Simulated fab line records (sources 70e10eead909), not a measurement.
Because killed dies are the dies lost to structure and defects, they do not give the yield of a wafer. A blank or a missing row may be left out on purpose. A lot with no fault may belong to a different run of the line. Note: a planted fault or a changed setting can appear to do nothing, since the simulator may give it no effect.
Chamber matching + flow nand-harc + NHARC_A_SLIT_DEP_23 on pecvd-03: 3 sister chambers
The step deposits SiON, target thk 100 nm. 6 wafers are shown with their chamber, then 8 later ones without.

## WAFERS WITH THEIR CHAMBER
| wafer  | chamber | heater-power-w (W) | showerhead-vpp-V (V) |
|--------|---------|--------------------|----------------------|
| L082.4 | 1       | 658                | 1153                 |
| L083.1 | 2       | 872                | 1071                 |
| L083.4 | 1       | 723                | 1152                 |
| L091.1 | 2       | 793                | 1075                 |
| L091.4 | 0       | 527                | 1093                 |
| L093.3 | 0       | 534                | 1100                 |

## WAFERS WHOSE CHAMBER IS MISSING
| wafer  | heater-power-w (W) | showerhead-vpp-V (V) |
|--------|--------------------|----------------------|
| L093.5 | 552                | 1095                 |
| L093.6 | 828                | 1085                 |
| L095.2 | 868                | 1098                 |
| L095.5 | 848                | 1100                 |
| L095.6 | 618                | 1091                 |
| L096.1 | 736                | 1092                 |
| L096.5 | 583                | 1087                 |
| L096.6 | 752                | 1075                 |

## EACH ONE'S CHAMBER
| wafer  | from the rows above     | in truth |
|--------|-------------------------|----------|
| L093.5 | 0                       | 0        |
| L093.6 | 2                       | 2        |
| L095.2 | can't be placed: 2 or 0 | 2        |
| L095.5 | can't be placed: 0 or 2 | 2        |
| L095.6 | 0                       | 0        |
| L096.1 | can't be placed: 0 or 2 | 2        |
| L096.5 | 0                       | 0        |
| L096.6 | 2                       | 2        |
Placed correctly: 5 of 8. Cannot be placed on the basis of these rows: 3; the candidates contain the true chamber in 3. Placed wrongly: 0.
How it was worked out, from the rows above alone: a wafer's distance from a chamber is the root of the sum, over the readings, of the square of ((its reading less the chamber's mean) divided by the reading's scatter). The wafer belongs to the nearest chamber; if the next one is less than 2 further off, it can't be placed. A chamber's mean is the mean of its shown wafers. The scatter is the square root of a quotient: the sum, over the shown wafers, of each reading's squared deviation from its chamber's mean, divided by wafers minus chambers.
